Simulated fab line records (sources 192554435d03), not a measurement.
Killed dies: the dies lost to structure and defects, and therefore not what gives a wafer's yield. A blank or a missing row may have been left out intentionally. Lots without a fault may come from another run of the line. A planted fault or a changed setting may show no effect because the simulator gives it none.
Matching of chambers	flow n5_finfet	N5_ILD0_ALD_15 on ald_sin-01: 4 sister chambers
The step deposits SiNx, target thk 24 nm, pulse time 1 s, ald cycles 480. 4 wafers are shown with their chamber, then 9 later ones without.

WAFERS, EACH WITH ITS CHAMBER
wafer	chamber	heater_power_w (W)
L088.5	3	769
L089.2	0	866
L089.4	1	721
L089.5	2	809

WAFERS MISSING THEIR CHAMBER
wafer	heater_power_w (W)
L091.2	865
L091.4	773
L091.5	761
L092.1	870
L092.2	826
L092.3	774
L093.1	866
L093.2	776
L093.4	719

CHAMBER TAKEN BY EACH
wafer	from the rows above	in truth
L091.2	0	0
L091.4	3	3
L091.5	3	3
L092.1	0	0
L092.2	2	2
L092.3	3	3
L093.1	0	0
L093.2	3	3
L093.4	1	1
Correct placement for 9 of the 9. Not placeable from these rows: 0. Number placed wrongly: 0.
How it was worked out, from the rows above alone: a wafer's distance from a chamber is the root of the sum, over the readings, of the square of ((its reading less the chamber's mean) divided by the reading's scatter). If the next closest chamber is less than 2 further off than the closest, the wafer can't be placed; otherwise it belongs to the closest. The mean given for a chamber averages the wafers shown for that chamber. The scatter (one wafer shown for each chamber): square how far every hidden wafer sits from the nearest shown wafer, average those squares and take the square root.
